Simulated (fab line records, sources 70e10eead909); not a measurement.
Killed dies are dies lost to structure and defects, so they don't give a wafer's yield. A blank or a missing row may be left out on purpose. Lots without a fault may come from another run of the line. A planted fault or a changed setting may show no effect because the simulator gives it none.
fab line records | flow nand_harc
record lots=12 wafers=36 last_day=34
route steps=1302 shown A_M1@1187 THIN_TSV@1259 END@1302
lots that met no fault: from a run of the same line without faults
start_h: hours from the record's first day to the start of the lot's first wafer shown | wait_h: hours since the lot's step before | " the same as in the row above | L1.1+2: a row that stands for several wafers | - no value, or no start given | * or withheld: withheld | < > ~ a bound
route shown NAME@n: a module of which the file shows steps, and the number in the route of the first | usual: mean/standard deviation of fault-free wafers | same: alike in all rows | chamber/n: place in a boat | sites: the reading at each site | _std_site: their standard deviation | _edge_site: outer sites' mean less inner sites' | radius_mm: how far each site lies from the wafer's centre | mask NAME#n: copy n | behind: the tool/chamber that last shaped the wafer | hold: why the lot was held/for how many hours/how that ended | device: the transistor (n, p or np) that didn't switch | end of line: the same wafers' tests at the end of the route | a step without rows: its recipe alone | killed: dies lost to structure and defects at the first sort, not the wafer's yield | map: a wafer's dies, x killed, . not, _ none there
set.NAME: the setting as run; set.NAME@STEP: as run at that earlier step | model.NAME: the simulator's own value behind a step, which no gauge read
steps of the route over a sample of lots; a table a step, a row a wafer
services: from which hour (start_h, from the record's first day; less than 0 if before it) a tool's chamber was out of use, for how many hours, and why
## steps
# step NHARC_A_M1_ETCH_28
# recipe target_depth_a=300 over_etch_frac=0.3 time_s=72.99 ion_energy_ev=150 cf4_flow_sccm=50 n2_flow_sccm=100 ar_flow_sccm=150 rf_w=300 bias_w=100 chemistry=CF4/N2
# usual drypump_motor_current_A=5.9/0.35 oes_product_au=0.996/0.0092 rf_vpp_V=313.7/1.7 showerhead_plenum_p_Torr=2.60/0.085 throttle_valve_pct=19.795/0.0085
# columns lot.wafer tool chamber start_h wait_h drypump_motor_current_A oes_product_au rf_hours_counter_h rf_vpp_V showerhead_plenum_p_Torr throttle_valve_pct
L915.2 rie_diel-08 0 534.11 - 5.7 1.019 9.6 314.6 2.69 19.794
L915.6 " 2 " " 5.8 1.006 - 311.4 2.52 19.797
L915.5 " 3 " " 6.5 0.992 - 313.9 2.66 19.784
L914.3 rie_diel-08 2 537.25 - 5.8 1.015 10.7 311.4 2.52 19.796
L914.2 " 3 " " 6.5 0.993 10.1 315.3 2.66 19.776
L914.6 " 1 " " 6.4 1.004 - 311.6 2.51 19.792
L916.3 rie_diel-08 0 560.93 - 5.7 1.014 0.1 316.5 2.69 19.789
L916.1 " 2 " " 5.8 1.010 0.1 312.5 2.52 19.784
L916.5 " 0 " " 5.7 1.009 - 315.0 2.69 19.808
L917.2 rie_diel-13 0 562.30 - 6.0 0.990 0.9 315.4 2.62 19.799
L917.6 " 2 " " 5.6 0.983 - 311.8 2.48 19.808
L917.5 " 3 " " 6.0 1.000 - 314.2 2.71 19.789
L918.2 rie_diel-13 0 566.96 - 6.0 0.998 1.0 313.3 2.62 19.794
L918.6 " 1 " " 5.7 0.994 - 314.7 2.62 19.800
L918.5 " 2 " " 5.6 0.996 - 311.4 2.48 19.786
L920.1 rie_diel-08 1 571.59 - 6.5 0.990 0.8 312.0 2.51 19.792
L920.2 " 2 " " 5.8 0.992 0.8 313.5 2.52 19.779
L920.6 " 2 " " 5.8 0.997 - 312.0 2.52 19.795
L919.1 rie_diel-08 2 604.82 - 5.8 1.001 3.1 313.3 2.52 19.785
L919.6 " 3 " " 6.5 0.984 - 314.2 2.66 19.782
L919.5 " 1 " " 6.5 0.979 - 314.2 2.50 19.787
L921.3 rie_diel-13 0 620.23 - 6.0 0.984 2.2 313.8 2.62 19.795
L921.2 " 1 " " 5.7 0.997 2.5 314.7 2.62 19.794
L921.5 " 3 " " 6.0 1.009 - 316.0 2.71 19.801
L923.3 rie_diel-08 2 626.68 - 5.7 0.996 4.5 312.4 2.51 19.794
L923.1 " 3 " " 6.5 0.986 4.9 314.8 2.66 19.793
L923.6 " 2 " " 5.8 0.999 - 312.4 2.52 19.793
L926.1 rie_diel-08 1 643.20 - 6.5 0.995 4.2 312.7 2.50 19.809
L926.2 " 3 " " 6.5 0.993 5.7 313.8 2.66 19.797
L926.6 " 2 " " 5.8 0.995 - 313.1 2.52 19.794
L931.2 rie_diel-13 3 690.03 - 6.0 1.004 3.7 314.9 2.71 19.802
L931.6 " 1 " " 5.7 0.997 - 312.6 2.62 19.794
L931.5 " 2 " " 5.6 0.978 - 310.3 2.48 19.771
L937.1 rie_diel-13 3 770.54 - 6.0 1.003 1.4 315.2 2.71 19.806
L937.5 " 0 " " 6.0 1.010 - 313.8 2.62 19.798
L937.6 " 1 " " 5.7 0.996 - 312.9 2.62 19.793
# step NHARC_THIN_TSV_CD_MEAS_12
# recipe target_cd_nm=1000 landing_energy_ev=500
# usual cd_nm=1001.5/1.4
# columns lot.wafer tool chamber start_h wait_h cd_nm
L915.2 cd_sem-02 0 587.49 - 999.8
L915.5 " 0 " " 1001.0
L915.6 " 0 " " 1000.0
L914.2 cd_sem-02 0 588.65 - 1002.6
L914.3 " 0 " " 1001.2
L914.6 " 0 " " 1001.4
L916.1 cd_sem-02 0 589.86 - 1000.6
L916.3 " 0 " " 999.9
L916.5 " 0 " " 1002.0
L917.2 cd_sem-02 0 590.94 - 1000.1
L917.5 " 0 " " 1004.5
L917.6 " 0 " " 1003.9
L918.2 cd_sem-03 0 592.13 - 1001.6
L918.5 " 0 " " 1000.9
L918.6 " 0 " " 1002.7
L920.1 cd_sem-01 0 593.46 - 1000.7
L920.2 " 0 " " 1001.1
L920.6 " 0 " " 1002.0
L919.1 cd_sem-03 0 623.71 - 1004.8
L919.5 " 0 " " 1002.7
L919.6 " 0 " " 1004.1
L921.2 cd_sem-03 0 642.18 - 1003.9
L921.3 " 0 " " 1002.8
L921.5 " 0 " " 1001.8
L923.1 cd_sem-02 0 646.67 - 1001.7
L923.3 " 0 " " 1001.7
L923.6 " 0 " " 1001.8
L926.1 cd_sem-01 0 662.02 - 1001.8
L926.2 " 0 " " 1003.3
L926.6 " 0 " " 1002.0
L931.2 cd_sem-03 0 710.81 - 999.8
L931.5 " 0 " " 999.5
L931.6 " 0 " " 999.3
L937.1 cd_sem-01 0 790.51 - 1000.9
L937.5 " 0 " " 1001.3
L937.6 " 0 " " 1001.5
# step NHARC_THIN_TSV_STRIP_45
# recipe power_w=1500 temp_c=250 chemistry=O2
# usual drypump_motor_current_A=5.6/0.62 heater_power_w=354/37
# columns lot.wafer tool chamber start_h wait_h drypump_motor_current_A heater_power_w rf_hours_counter_h
L915.2 plasma_asher-01 1 588.58 0.1 5.1 420 11
L915.6 " 0 " " 5.1 306 -
L915.5 " 1 " " 5.1 413 -
L914.2 plasma_asher-02 0 589.84 0.2 5.6 352 31
L914.3 " 1 " " 6.6 360 -
L914.6 " 0 " " 5.6 346 -
L916.1 plasma_asher-01 1 590.95 0.1 5.1 414 12
L916.3 " 1 " " 5.1 409 -
L916.5 " 1 " " 5.1 414 -
L917.2 plasma_asher-02 1 591.97 0.1 6.6 389 32
L917.5 " 1 " " 6.6 378 -
L917.6 " 0 " " 5.6 341 -
L918.2 plasma_asher-02 0 593.31 0.1 5.6 345 33
L918.5 " 0 " " 5.6 357 -
L918.6 " 1 " " 6.6 373 -
L920.2 plasma_asher-01 0 594.57 0.1 5.0 307 13
L920.1 " 1 " " 5.1 417 13
L920.6 " 0 " " 5.0 292 -
L919.1 plasma_asher-01 1 624.74 0.1 5.1 412 23
L919.6 " 1 " " 5.1 411 -
L919.5 " 0 " " 5.0 305 -
L921.2 plasma_asher-02 1 643.21 0.1 6.6 349 3
L921.3 " 0 " " 5.6 351 -
L921.5 " 0 " " 5.6 348 -
L923.1 plasma_asher-01 0 647.78 0.1 5.0 300 29
L923.3 " 0 " " 5.1 307 -
L923.6 " 1 " " 5.1 407 -
L926.2 plasma_asher-02 1 663.06 0.1 6.6 360 7
L926.1 " 0 " " 5.6 345 7
L926.6 " 0 " " 5.6 348 -
L931.2 plasma_asher-02 1 711.89 0.1 6.6 353 19
L931.5 " 0 " " 5.7 347 -
L931.6 " 1 " " 6.6 342 -
L937.1 plasma_asher-02 0 791.73 0.1 5.7 334 0
L937.6 " 1 " " 6.6 378 -
L937.5 " 0 " " 5.6 338 -
# step NHARC_THIN_TSV_STRIP_62
# recipe power_w=1500 temp_c=250 time_s=20 chemistry=N2/H2
# usual drypump_motor_current_A=5.5/0.6 heater_power_w=354/40
# columns lot.wafer tool chamber start_h wait_h drypump_motor_current_A heater_power_w rf_hours_counter_h
L915.2 plasma_asher-01 0 590.18 - 5.0 308 12
L915.5 " 1 " " 5.1 405 -
L915.6 " 0 " " 5.0 308 -
L914.2 plasma_asher-01 0 591.49 - 5.0 302 12
L914.3 " 1 " " 5.1 413 -
L914.6 " 0 " " 5.0 301 -
L916.1 plasma_asher-01 1 592.48 - 5.1 404 13
L916.3 " 1 " " 5.1 417 -
L916.5 " 0 " " 5.0 303 -
L917.2 plasma_asher-01 0 593.65 - 5.0 299 13
L917.6 " 1 " " 5.1 421 -
L917.5 " 0 " " 5.0 306 -
L918.2 plasma_asher-02 1 594.89 - 6.6 385 33
L918.6 " 0 " " 5.6 349 -
L918.5 " 1 " " 6.6 378 -
L920.2 plasma_asher-02 0 596.14 - 5.6 342 34
L920.1 " 1 " " 6.5 380 34
L920.6 " 1 " " 6.5 377 -
L919.1 plasma_asher-01 0 626.33 - 5.0 311 25
L919.5 " 1 " " 5.1 409 -
L919.6 " 0 " " 5.0 307 -
L921.2 plasma_asher-01 1 644.83 - 5.1 422 29
L921.3 " 1 " " 5.1 415 -
L921.5 " 0 " " 5.0 306 -
L923.1 plasma_asher-02 1 649.30 - 6.5 348 4
L923.3 " 0 " " 5.6 344 -
L923.6 " 1 " " 6.5 359 -
L926.2 plasma_asher-02 1 664.62 - 6.6 346 7
L926.1 " 0 " " 5.6 341 7
L926.6 " 0 " " 5.6 349 -
L931.2 plasma_asher-02 0 713.42 - 5.7 340 19
L931.5 " 1 " " 6.6 346 -
L931.6 " 0 " " 5.6 355 -
L937.1 plasma_asher-01 1 793.35 - 5.1 400 18
L937.5 " 1 " " 5.1 400 -
L937.6 " 0 " " 5.1 302 -
# step NHARC_END_SORT_01
# recipe temp_c=25
# usual defect_limited_yield=91.3/2.8 killed_at_array=54/18 killed_at_other=0.7/0.87 killed_at_periphery=3.7/2.5 killed_dies=59/19 killed_open=3.3/2 killed_short=2.6/1.6 sort_bin_2_pct=3.1/1.2 sort_bin_3_pct=0.6/0.35 sort_bin_4_pct=5.0/1.6 sort_n_pass=618/19 sort_rim_yield_pct=92/4.4 sort_yield_pct=91.3/2.8
# same gross_dies=677 sort_bin_5_pct[%]=0 sort_bin_6_pct[%]=0 sort_bin_7_pct[%]=0 sort_bin_8_pct[%]=0 sort_rim_n_gross=106.00
# columns lot.wafer tool chamber start_h wait_h defect_limited_yield[%] killed_at_array killed_at_other killed_at_periphery killed_dies killed_open killed_short sort_bin_2_pct[%] sort_bin_3_pct[%] sort_bin_4_pct[%] sort_n_pass sort_rim_yield_pct[%] sort_yield_pct[%]
L918.2 prober-01 0 640.52 2.8 93.9 38 0 3 41 1 4 1.9 0.1 4.0 636 94 93.9
L918.5 prober-01 0 642.93 3.7 92.8 46 0 3 49 5 1 2.7 0.9 3.7 628 94 92.8
L918.6 prober-01 0 643.73 4.0 90.0 64 1 3 68 7 4 3.2 0.7 6.1 609 94 90.0
L923.1 prober-02 0 665.41 2.5 80.6 127 0 4 131 4 2 6.8 5.2 7.4 546 70 80.6
L923.3 prober-02 0 667.03 3.1 91.0 58 0 3 61 6 2 4.0 0.3 4.7 616 88 91.0
L923.6 prober-02 0 669.47 4.1 90.4 63 0 2 65 4 3 3.2 1.0 5.3 612 86 90.4
L926.1 prober-01 0 677.20 2.5 89.2 69 0 4 73 3 1 5.0 1.2 4.6 604 94 89.2
L926.2 prober-01 0 678.01 2.8 80.8 126 0 4 130 3 2 8.0 5.8 5.5 547 79 80.8
L926.6 prober-01 0 681.25 4.1 88.0 75 0 6 81 6 4 4.0 0.4 7.5 596 91 88.0
# killed by level:class
L918.2 A_SLIT:chamber_film_flake=13 A_CHANNEL_HOLE_D2:chamber_film_flake=8 A_CHANNEL_HOLE_D1:chamber_film_flake=5 A_CONTACT:chamber_film_flake=5 A_STAIRCASE:chamber_film_flake=4 P_STI:geometric_particle:short=1 P_CONTACT:geometric_particle:open=1 P_M1:geometric_particle:short=1
L918.5 A_SLIT:chamber_film_flake=18 A_CHANNEL_HOLE_D2:chamber_film_flake=12 A_CONTACT:chamber_film_flake=8 A_ZERO_WELL:chamber_film_flake=3 A_CHANNEL_HOLE_D1:chamber_film_flake=2 P_CONTACT:geometric_particle:short=1 P_CONTACT:geometric_particle:open=1 P_BONDPAD:geometric_particle:open=1
L918.6 A_SLIT:chamber_film_flake=31 A_CONTACT:chamber_film_flake=9 A_STAIRCASE:chamber_film_flake=8 A_CHANNEL_HOLE_D2:chamber_film_flake=5 A_CHANNEL_FILL_D1:geometric_particle:open=2 A_ZERO_WELL:chamber_film_flake=2 P_M0:geometric_particle:open=1 P_M1:geometric_particle:short=1
L923.1 A_M1:unspecified=64 A_SLIT:chamber_film_flake=26 A_CHANNEL_HOLE_D1:chamber_film_flake=21 A_CHANNEL_HOLE_D2:chamber_film_flake=9 A_STAIRCASE:chamber_film_flake=2 A_BLC:chamber_film_flake=2 P_STI:geometric_particle:open=1 P_GATE:geometric_particle:open=1
L923.3 A_SLIT:chamber_film_flake=21 A_CHANNEL_HOLE_D1:chamber_film_flake=19 A_CHANNEL_HOLE_D2:chamber_film_flake=8 A_STAIRCASE:chamber_film_flake=3 P_STI:geometric_particle:open=1 P_CONTACT:geometric_particle:open=1 A_DECK1_JOINT:geometric_particle:open=1 A_ONON_D2:geometric_particle:open=1
L923.6 A_CHANNEL_HOLE_D1:chamber_film_flake=28 A_SLIT:chamber_film_flake=18 A_CHANNEL_HOLE_D2:chamber_film_flake=7 A_CHANNEL_FILL_D2:geometric_particle:short=2 A_BLC:chamber_film_flake=2 P_GATE:geometric_particle:open=1 A_SOURCE_PLATE:geometric_particle:open=1 A_CHANNEL_FILL_D1:geometric_particle:open=1
L926.1 A_SLIT:chamber_film_flake=35 A_CHANNEL_HOLE_D2:chamber_film_flake=23 A_CONTACT:chamber_film_flake=4 A_CONTACT:geometric_particle:open=2 A_CHANNEL_HOLE_D1:chamber_film_flake=2 P_STI:geometric_particle:short=1 P_CONTACT:geometric_particle:open=1 P_GATE:chamber_film_flake=1
L926.2 A_M1:unspecified=64 A_SLIT:chamber_film_flake=36 A_CHANNEL_HOLE_D2:chamber_film_flake=16 A_CONTACT:chamber_film_flake=6 P_CONTACT:geometric_particle:open=2 A_CHANNEL_HOLE_D1:chamber_film_flake=2 P_GATE:geometric_particle:open=1 A_ONON_D1:geometric_particle:short=1
L926.6 A_SLIT:chamber_film_flake=36 A_CHANNEL_HOLE_D2:chamber_film_flake=23 A_CHANNEL_HOLE_D1:chamber_film_flake=4 A_BLC:chamber_film_flake=2 P_GATE:geometric_particle:short=1 P_GATE:geometric_particle:open=1 P_M2:geometric_particle:open=1 P_BONDPAD:geometric_particle:open=1
## services
# columns tool chamber start_h hours kind
rie_diel-13 - 519.00 9.0 pm
plasma_asher-01 - 519.21 9.0 pm
plasma_asher-01 0 519.21 9.0 vent_cycle
plasma_asher-01 1 519.21 9.0 vent_cycle
plasma_asher-01 0 528.21 - clean
plasma_asher-01 1 528.21 - clean
rie_diel-08 - 544.80 9.0 pm
rie_diel-08 2 577.37 2.5 repair
rie_diel-08 1 583.52 12.2 repair
rie_diel-08 2 597.68 3.9 repair
rie_diel-08 0 601.65 9.0 repair
plasma_asher-02 - 603.00 9.0 pm
plasma_asher-02 0 603.00 9.0 vent_cycle
plasma_asher-02 1 603.00 9.0 vent_cycle
plasma_asher-02 0 612.00 - clean
plasma_asher-02 - 616.29 12.0 repair
rie_diel-08 1 654.13 9.9 repair
rie_diel-08 0 657.43 8.7 repair
rie_diel-08 1 671.79 17.4 repair
rie_diel-13 - 696.00 9.0 pm
plasma_asher-01 - 696.21 9.0 pm
rie_diel-08 - 721.80 9.0 pm
rie_diel-13 2 763.81 3.2 repair
plasma_asher-02 - 780.00 9.0 pm
## key
first_sign step=NHARC_END_SORT_01 reading=killed_at_array direction=up sigmas=4 usual=54 struck=126
effect step=NHARC_END_SORT_01 reading=killed_dies direction=up sigmas=3.8 usual=59 struck=130
more_kills_born_at NHARC_A_M1_ETCH_28@rie_diel-08=128
met_at NHARC_A_M1_ETCH_28
struck_lots L923,L926
struck_wafers L923.1,L926.2
not_acting_at NHARC_THIN_TSV_CD_MEAS_12,NHARC_THIN_TSV_STRIP_45,NHARC_THIN_TSV_STRIP_62
onset_between 604.82 626.68
fault kind=chamber_particle_source tool=rie_diel-08 chamber=3 onset_h=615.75 steps=NHARC_A_M1_ETCH_28 rate_per_visit_cm2=2.0005 end_h=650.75
